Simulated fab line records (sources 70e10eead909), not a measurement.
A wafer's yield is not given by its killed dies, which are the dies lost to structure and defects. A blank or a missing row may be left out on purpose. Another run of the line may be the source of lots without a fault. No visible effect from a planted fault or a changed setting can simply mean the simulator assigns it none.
fab line records	flow nandHarc
record lots=5	wafers=15	lastDay=32
route steps=1302 shown P_ZERO_WELL@14 END@1302
lots that met no fault: taken from a fault-free run of the same line
startH: hours from the record's opening day to when the first of the lot's shown wafers began	waitH: how many hours have passed since the lot's step before this one	" same as the row above	L1.1+2: one row covering several wafers at once	- no value, or no start was given	* or withheld: withheld	< > ~ a bound
route shown NAME@n: names a module that has steps shown in the file, with the first one's number in the route	usual: mean/standard deviation of fault-free wafers	same: alike in all rows	chamber/n: place in a boat	sites: per-site readings	_std_site: the values' standard deviation	_edge_site: inner sites' mean taken away from outer sites' mean	radiusMm: for every site, how far away it sits from the centre of the wafer	mask NAME#n: copy n	behind: the most recent tool/chamber to have shaped the wafer	hold: what put the lot on hold/how long, in hours/how the hold closed	device: whichever transistor did not switch (one of n, p or np)	end of line: tests run on the same wafers once the route is complete	a step given without rows: its recipe and nothing more	killed: at the first sort, the dies lost to defects and structure; wafer yield is something else	map: shows each die of a wafer: x if killed, . if not, _ if none is there
set.NAME: the setting the step ran with; set.NAME@STEP: the setting that earlier step ran with	model.NAME: the simulator's own value behind a step, which no gauge read
lots at selected steps of the route; one table per step, one row per wafer
services: a tool's chamber out of use, with start hour (startH, from the record's first day; less than 0 if before it), hours out, and reason
## steps
# step NHARC_P_ZERO_WELL_CD_MEAS_11
# recipe targetCdNm=500	landingEnergyEv=500
# usual cdNm=499.9/1.5
lot.wafer	tool	chamber	startH	waitH	cdNm
L200.1	cdSem-02	0	21.24	-	498.4
L200.2	"	0	"	"	499.7
L200.3	"	0	"	"	497.1
L205.3	cdSem-02	0	71.25	-	501.9
L205.5	"	0	"	"	501.3
L205.6	"	0	"	"	500.0
L208.2	cdSem-03	0	101.28	-	499.7
L208.4	"	0	"	"	499.4
L208.5	"	0	"	"	499.2
L211.4	cdSem-01	0	131.25	-	502.3
L211.5	"	0	"	"	502.1
L211.6	"	0	"	"	502.9
L220.1	cdSem-03	0	221.25	-	498.5
L220.3	"	0	"	"	498.0
L220.5	"	0	"	"	500.5
# step NHARC_P_ZERO_WELL_HARDBAKE_12
# recipe tempC=118	timeS=65
# step NHARC_P_ZERO_WELL_DESCUM_13
# recipe timeS=3	o2FlowSccm=200	arFlowSccm=0	biasPowerW=0	chemistry=O2
# usual drypumpMotorCurrentA=5.8/0.52	oesProductAu=1.001/0.0081	rfVppV=57.7/0.86	showerheadPlenumPTorr=1.88/0.085	throttleValvePct=11.311/0.0097
lot.wafer	tool	chamber	startH	waitH	drypumpMotorCurrentA	oesProductAu	rfHoursCounterH	rfVppV	showerheadPlenumPTorr	throttleValvePct
L200.2	rieDiel-01	2	21.40	-	5.8	1.003	38	55.7	1.78	11.311
L200.3	"	0	"	"	5.4	0.993	49	58.5	1.92	11.308
L200.1	"	1	"	"	5.4	1.006	53	58.2	1.96	11.288
L205.3	rieDiel-09	3	71.40	-	6.4	0.996	34	59.0	1.96	11.303
L205.5	"	3	"	"	6.5	0.997	-	58.2	1.96	11.306
L205.6	"	0	"	"	6.0	0.996	-	56.9	1.82	11.327
L208.2	rieDiel-01	1	101.45	-	5.4	1.003	20	57.5	1.95	11.302
L208.4	"	2	"	"	5.7	1.004	21	57.1	1.77	11.327
L208.5	"	0	"	"	5.4	0.997	-	56.5	1.91	11.285
L211.4	rieDiel-09	1	131.41	-	4.7	0.998	47	58.4	1.96	11.330
L211.6	"	0	"	"	6.0	1.012	-	59.4	1.82	11.305
L211.5	"	1	"	"	4.7	1.001	-	58.6	1.96	11.316
L220.3	rieDiel-09	1	221.41	-	4.7	1.001	23	59.0	1.95	11.299
L220.1	"	3	"	"	6.4	0.997	26	57.3	1.94	11.318
L220.5	"	2	"	"	6.1	0.999	-	56.8	1.77	11.323
# step NHARC_P_ZERO_WELL_ETCH_65
# recipe targetDepthA=800	overetchA=240	timeS=87.88	ionEnergyEv=200	n2FlowSccm=150	h2FlowSccm=150	arFlowSccm=0	rfW=400	biasW=150	chemistry=N2/H2
# usual drypumpMotorCurrentA=5.8/0.52	n2FlowSccm=150.0/0.48	oesProductAu=1.001/0.0068	rfVppV=429.8/2.8	showerheadPlenumPTorr=2.01/0.095	throttleValvePct=14.170/0.0095
lot.wafer	tool	chamber	startH	waitH	drypumpMotorCurrentA	n2FlowSccm	oesProductAu	rfHoursCounterH	rfVppV	showerheadPlenumPTorr	throttleValvePct
L200.2	rieDiel-01	2	21.49	0.1	5.7	149.5	1.003	38	426.7	1.89	14.169
L200.3	"	3	"	"	5.9	149.9	1.006	55	428.3	1.97	14.170
L200.1	"	0	"	"	5.4	150.0	1.001	49	431.7	2.04	14.168
L205.3	rieDiel-09	0	71.50	0.1	6.0	149.7	0.999	32	427.2	1.94	14.164
L205.5	"	1	"	"	4.7	149.8	0.993	-	432.5	2.10	14.179
L205.6	"	2	"	"	6.2	150.1	0.999	-	424.7	1.90	14.153
L208.4	rieDiel-01	2	101.53	0.1	5.8	149.7	1.001	21	426.5	1.89	14.157
L208.2	"	3	"	"	5.8	150.8	1.000	22	428.6	1.96	14.164
L208.5	"	0	"	"	5.4	149.9	1.004	-	431.0	2.04	14.170
L211.4	rieDiel-09	2	131.50	0.1	6.2	149.8	1.005	43	426.0	1.90	14.176
L211.5	"	0	"	"	6.0	150.3	0.997	-	426.8	1.93	14.181
L211.6	"	1	"	"	4.7	149.8	0.994	-	431.4	2.09	14.160
L220.1	rieDiel-09	3	221.49	0.1	6.5	149.5	1.000	26	430.5	2.07	14.165
L220.3	"	0	"	"	6.0	150.5	0.997	13	427.7	1.93	14.161
L220.5	"	3	"	"	6.4	149.4	0.997	-	431.8	2.07	14.157
# step NHARC_P_ZERO_WELL_ETCH_62
# recipe targetDepthA=130	timeS=6.5	chf3FlowSccm=50	arFlowSccm=200	rfW=500	biasW=200	chemistry=CHF3/Ar
# usual chf3FlowSccm=49.99/0.14	drypumpMotorCurrentA=5.8/0.51	oesProductAu=0.960/0.017	rfVppV=369.8/2.4	showerheadPlenumPTorr=2.31/0.099	throttleValvePct=20.216/0.0086
lot.wafer	tool	chamber	startH	waitH	chf3FlowSccm	drypumpMotorCurrentA	oesProductAu	rfHoursCounterH	rfVppV	showerheadPlenumPTorr	throttleValvePct
L200.3	rieDiel-01	3	-	-	50.07	5.8	0.970	55	367.6	2.27	20.240
L200.1	"	0	"	"	49.82	5.4	0.981	49	370.9	2.35	20.209
L200.2	"	2	"	"	50.21	5.7	0.961	38	366.8	2.19	20.221
L205.3	rieDiel-09	1	-	-	50.20	4.7	0.977	32	372.0	2.41	20.215
L205.6	"	3	"	"	49.86	6.4	0.965	-	372.5	2.39	20.218
L205.5	"	0	"	"	49.62	6.1	0.961	-	367.8	2.24	20.217
L208.2	rieDiel-01	1	-	-	49.63	5.4	0.980	20	373.1	2.38	20.222
L208.4	"	2	"	"	50.12	5.7	0.985	21	367.3	2.18	20.218
L208.5	"	1	"	"	50.15	5.4	0.984	-	370.5	2.38	20.215
L211.4	rieDiel-09	2	-	-	49.81	6.1	0.951	43	367.4	2.19	20.216
L211.6	"	3	"	"	50.09	6.4	0.959	-	371.9	2.39	20.200
L211.5	"	0	"	"	50.03	6.0	0.954	-	368.9	2.23	20.217
L220.1	rieDiel-09	2	-	-	49.90	6.1	0.957	18	365.8	2.18	20.207
L220.3	"	1	"	"	49.86	4.7	0.962	23	372.2	2.39	20.214
L220.5	"	3	"	"	50.20	6.5	0.981	-	371.6	2.38	20.222
# step NHARC_P_ZERO_WELL_ETCH_63
# recipe targetDepthA=1200	timeS=40.1	hbrFlowSccm=150	cl2FlowSccm=50	rfW=400	icpW=400	biasW=100	chemistry=HBr/Cl2
# usual drypumpMotorCurrentA=5.9/0.37	mfcCl2Sccm=50.00/0.14	oesProductAu=1.001/0.0073	throttleValvePct=26.406/0.0094
lot.wafer	tool	chamber	startH	waitH	drypumpMotorCurrentA	mfcCl2Sccm	oesProductAu	rfHoursCounterH	throttleValvePct
L200.2	rieSi-05	1	21.67	-	6.6	49.79	1.008	0.6	26.415
L200.1	"	2	"	"	5.3	49.90	1.004	0.5	26.405
L200.3	"	3	"	"	5.8	49.98	0.999	0.6	26.415
L205.3	rieSi-04	0	71.70	-	6.1	50.11	1.005	0.4	26.387
L205.5	"	1	"	"	5.5	49.88	1.003	-	26.402
L205.6	"	2	"	"	5.8	50.07	1.008	-	26.412
L208.2	rieSi-05	0	101.70	-	5.7	49.97	1.011	1.1	26.416
L208.4	"	2	"	"	5.3	49.89	0.993	0.9	26.402
L208.5	"	3	"	"	5.8	50.01	0.995	-	26.408
L211.4	rieSi-02	3	131.67	-	6.4	49.97	0.989	0.1	26.397
L211.6	"	2	"	"	5.9	50.09	1.003	-	26.396
L211.5	"	3	"	"	6.4	49.78	0.996	-	26.401
L220.3	rieSi-04	0	221.69	-	6.1	49.80	0.990	0.1	26.400
L220.1	"	1	"	"	5.5	49.84	0.989	0.3	26.412
L220.5	"	3	"	"	5.6	50.02	1.009	-	26.403
# step NHARC_P_ZERO_WELL_STRIP_15
# recipe timeS=900	tempC=130	chemistry=SPM
# step NHARC_P_ZERO_WELL_DEHYDRATE_16
# recipe tempC=150	timeS=120
# step NHARC_P_ZERO_WELL_HMDS_17
# recipe timeS=30
# step NHARC_P_ZERO_WELL_COAT_18
# recipe spinRpm=withheld
# step NHARC_P_ZERO_WELL_SOFTBAKE_19
# recipe tempC=122	timeS=95
# step NHARC_P_ZERO_WELL_EBR_20
# step NHARC_P_ZERO_WELL_EXPOSE_21
# recipe na=0.6	targetCdNm=720	doseMj=22.31	maskId=P_NWELL
# usual stageVelMmS=500.04/0.26
# same na=0.6
lot.wafer	tool	chamber	startH	waitH	mask	stageVelMmS
L200.1	krfScanner-02	0	22.43	-	P_NWELL#0	499.97
L200.2	"	0	"	"	P_NWELL#0	499.62
L200.3	"	0	"	"	P_NWELL#0	499.81
L205.3	krfScanner-03	0	72.32	-	P_NWELL_R1#0	500.03
L205.5	"	0	"	"	P_NWELL_R1#0	499.91
L205.6	"	0	"	"	P_NWELL_R1#0	500.17
L208.2	krfScanner-03	0	102.47	-	P_NWELL#0	499.93
L208.4	"	0	"	"	P_NWELL#0	499.74
L208.5	"	0	"	"	P_NWELL#0	500.07
L211.4	krfScanner-03	0	132.32	-	P_NWELL#0	500.20
L211.5	"	0	"	"	P_NWELL#0	500.12
L211.6	"	0	"	"	P_NWELL#0	500.56
L220.1	krfScanner-03	0	222.32	-	P_NWELL#0	500.18
L220.3	"	0	"	"	P_NWELL#0	500.13
L220.5	"	0	"	"	P_NWELL#0	499.81
# step NHARC_P_ZERO_WELL_PEB_22
# recipe pebTempC=118	pebTimeS=85
# step NHARC_P_ZERO_WELL_DEVELOP_23
# recipe timeS=70
# step NHARC_P_ZERO_WELL_CD_MEAS_24
# recipe targetCdNm=720	landingEnergyEv=500
# usual cdNm=719.8/1.4
lot.wafer	tool	chamber	startH	waitH	hold	cdNm
L200.1	cdSem-02	0	22.58	-	-	719.6
L200.2	"	0	"	"	-	718.9
L200.3	"	0	"	"	-	719.8
L205.3	cdSem-02	0	72.47	-	awaitDispo/0.2h/release	706.3
L205.5	"	0	"	"	awaitDispo/0.2h/release	706.3
L205.6	"	0	"	"	awaitDispo/0.2h/release	706.0
L205.3	cdSem-02	0	-	-	-	706.6
L205.5	"	0	"	"	-	706.1
L205.6	"	0	"	"	-	705.7
L208.2	cdSem-03	0	102.62	-	-	722.0
L208.4	"	0	"	"	-	720.1
L208.5	"	0	"	"	-	720.7
L211.4	cdSem-02	0	132.47	-	-	720.6
L211.5	"	0	"	"	-	722.0
L211.6	"	0	"	"	-	721.5
L220.1	cdSem-02	0	222.49	-	-	718.8
L220.3	"	0	"	"	-	720.0
L220.5	"	0	"	"	-	719.7
# step NHARC_P_ZERO_WELL_DESCUM_26
# recipe timeS=3	o2FlowSccm=200	arFlowSccm=0	biasPowerW=0	chemistry=O2
# usual drypumpMotorCurrentA=5.8/0.5	oesProductAu=1.002/0.0067	rfVppV=57.6/0.92	showerheadPlenumPTorr=1.88/0.087	throttleValvePct=11.311/0.0094
lot.wafer	tool	chamber	startH	waitH	drypumpMotorCurrentA	oesProductAu	rfHoursCounterH	rfVppV	showerheadPlenumPTorr	throttleValvePct	model.P_ZERO_WELL.cdNm
L200.1	rieDiel-09	1	22.76	-	4.7	0.987	13	58.7	1.97	11.313	719.7
L200.3	"	2	"	"	6.2	1.008	7	55.8	1.79	11.312	720.5
L200.2	"	3	"	"	6.5	0.995	14	56.8	1.96	11.312	719.4
L205.3	rieDiel-09	2	74.37	-	6.1	1.002	26	57.0	1.79	11.315	706.6
L205.5	"	2	"	"	6.2	1.003	-	57.8	1.79	11.313	706.5
L205.6	"	3	"	"	6.5	0.997	-	59.4	1.96	11.318	706.1
L208.4	rieDiel-09	2	102.79	-	6.1	1.001	36	57.9	1.78	11.305	720.3
L208.2	"	0	"	"	6.0	1.003	42	56.0	1.82	11.289	722.4
L208.5	"	2	"	"	6.1	1.000	-	57.2	1.78	11.325	721.3
L211.4	rieDiel-01	2	132.63	-	5.7	1.002	31	57.4	1.77	11.312	720.9
L211.6	"	1	"	"	5.5	1.004	-	57.5	1.94	11.305	721.3
L211.5	"	2	"	"	5.7	1.001	-	56.9	1.77	11.318	721.4
L220.1	rieDiel-09	2	222.65	-	6.2	0.995	18	57.8	1.77	11.297	719.1
L220.3	"	0	"	"	6.0	1.011	13	56.2	1.81	11.294	720.1
L220.5	"	3	"	"	6.5	1.001	-	58.4	1.94	11.298	719.7
# step NHARC_P_ZERO_WELL_IMPLANT_27
# recipe energyKev=600	doseCm2=1e+13	tiltDeg=7
# step NHARC_END_SORT_01
# recipe tempC=25
# usual killedAtArray=52/19	killedAtOther=0.8/1	killedAtPeriphery=3.7/2.5	killedDies=56/19	killedOpen=3.5/2	killedShort=2.2/1.4
# same grossDies=677
lot.wafer	tool	chamber	startH	waitH	killedAtArray	killedAtOther	killedAtPeriphery	killedDies	killedOpen	killedShort
L208.2	prober-02	0	631.44	2.8	54	1	3	58	5	0
L208.4	prober-02	0	633.03	3.4	60	0	3	63	3	2
L208.5	prober-02	0	633.83	3.7	43	1	3	47	3	5
L211.4	prober-02	0	667.10	3.4	59	0	2	61	5	1
L211.5	prober-02	0	667.91	3.7	55	0	6	61	7	4
L211.6	prober-02	0	668.72	4.0	55	0	3	58	4	1
# killed by level:class
L208.2 A_CHANNEL_HOLE_D1:chamberFilmFlake=32 A_CHANNEL_HOLE_D2:chamberFilmFlake=9 A_CONTACT:chamberFilmFlake=6 P_GATE:chamberFilmFlake=2 A_SLIT:chamberFilmFlake=2 P_CONTACT:geometricParticle:open=1 A_ONON_D1:geometricParticle:open=1 A_CHANNEL_HOLE_D1:geometricParticle:open=1
L208.4 A_CHANNEL_HOLE_D1:chamberFilmFlake=28 A_CHANNEL_HOLE_D2:chamberFilmFlake=13 A_STAIRCASE:chamberFilmFlake=5 A_CHANNEL_FILL_D1:chamberFilmFlake=3 A_CONTACT:chamberFilmFlake=3 A_WL_FILL:chamberFilmFlake=2 A_CHANNEL_FILL_D1:geometricParticle:open=1 A_DECK1_JOINT:geometricParticle:open=1
L208.5 A_CHANNEL_HOLE_D2:chamberFilmFlake=18 A_CHANNEL_HOLE_D1:chamberFilmFlake=16 A_STAIRCASE:chamberFilmFlake=3 A_BLC:geometricParticle:short=2 P_ZERO_WELL:geometricParticle:open=1 P_CONTACT:geometricParticle:open=1 A_ONON_D1:geometricParticle:open=1 A_CHANNEL_HOLE_D1:geometricParticle:short=1
L211.4 A_SLIT:chamberFilmFlake=32 A_CONTACT:chamberFilmFlake=9 A_CHANNEL_HOLE_D1:chamberFilmFlake=8 A_STAIRCASE:chamberFilmFlake=3 P_CONTACT:geometricParticle:open=1 P_M2:geometricParticle:open=1 A_CHANNEL_FILL_D2:geometricParticle:open=1 A_CHANNEL_HOLE_D2:chamberFilmFlake=1
L211.5 A_SLIT:chamberFilmFlake=29 A_CONTACT:chamberFilmFlake=8 A_CHANNEL_HOLE_D1:chamberFilmFlake=7 P_CONTACT:geometricParticle:open=4 A_STAIRCASE:chamberFilmFlake=3 A_DECK1_JOINT:geometricParticle:short=2 A_M1:geometricParticle:open=2 P_ZERO_WELL:chamberFilmFlake=2
L211.6 A_SLIT:chamberFilmFlake=31 A_CONTACT:chamberFilmFlake=9 A_STAIRCASE:chamberFilmFlake=5 A_CHANNEL_HOLE_D1:chamberFilmFlake=3 P_ZERO_WELL:chamberFilmFlake=2 A_SGD_CUT:chamberFilmFlake=2 P_CONTACT:geometricParticle:open=1 A_ONON_D1:geometricParticle:open=1
## services
tool	chamber	startH	hours	kind
rieDiel-01	2	7.75	1.9	repair
rieSi-05	0	8.38	4.4	repair
rieDiel-01	-	10.71	0.5	repair
rieDiel-01	-	28.87	9.0	pm
krfScanner-03	-	29.61	0.6	repair
rieDiel-09	2	40.36	2.9	repair
rieSi-04	0	46.92	8.7	repair
krfScanner-03	-	52.76	4.0	pm
rieDiel-01	0	56.21	5.3	repair
rieDiel-09	1	76.69	10.1	repair
rieDiel-01	0	81.03	3.0	repair
krfScanner-03	-	103.73	1.8	repair
rieSi-05	-	128.00	9.0	pm
krfScanner-03	-	136.53	11.2	repair
rieDiel-09	-	144.00	9.0	pm
rieSi-04	-	154.04	0.2	repair
rieDiel-09	0	156.89	33.5	repair
rieSi-04	1	158.29	2.7	repair
krfScanner-03	-	158.95	0.5	repair
rieDiel-09	1	179.69	4.2	repair
rieDiel-09	2	182.55	19.4	repair
rieDiel-01	0	184.62	5.9	repair
rieDiel-01	-	207.04	9.0	pm
rieDiel-01	-	220.11	1.7	repair
## key
firstSign step=NHARC_P_ZERO_WELL_EXPOSE_21	reading=mask	direction=changed
effect step=NHARC_P_ZERO_WELL_CD_MEAS_24	reading=visit	direction=added
effect step=NHARC_P_ZERO_WELL_CD_MEAS_24	reading=cdNm	direction=down	sigmas=9.7	usual=719.8	struck=706.2
modelEffect step=NHARC_P_ZERO_WELL_DESCUM_26	value=P_ZERO_WELL.cdNm	without=721.5	struck=706.4
metAt NHARC_P_ZERO_WELL_EXPOSE_21
struckWafers L205.3,L205.5,L205.6
testerLeftOut L205
fault kind=wrongMask	tool=any	chamber=-	onsetH=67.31	steps=NHARC_P_ZERO_WELL_EXPOSE_21	auxCopy=P_NWELL_R1#0	cdOffsetNm=-15.11	scope=struckLotsOnly
# testerLeftOut: of these lots the tester's yield and bins aren't shown, on N5 and GAA mostly nor the transistor test; their killed dies are dies lost to structure and defects alone, not to doping, threshold or leakage, so they don't give the yield
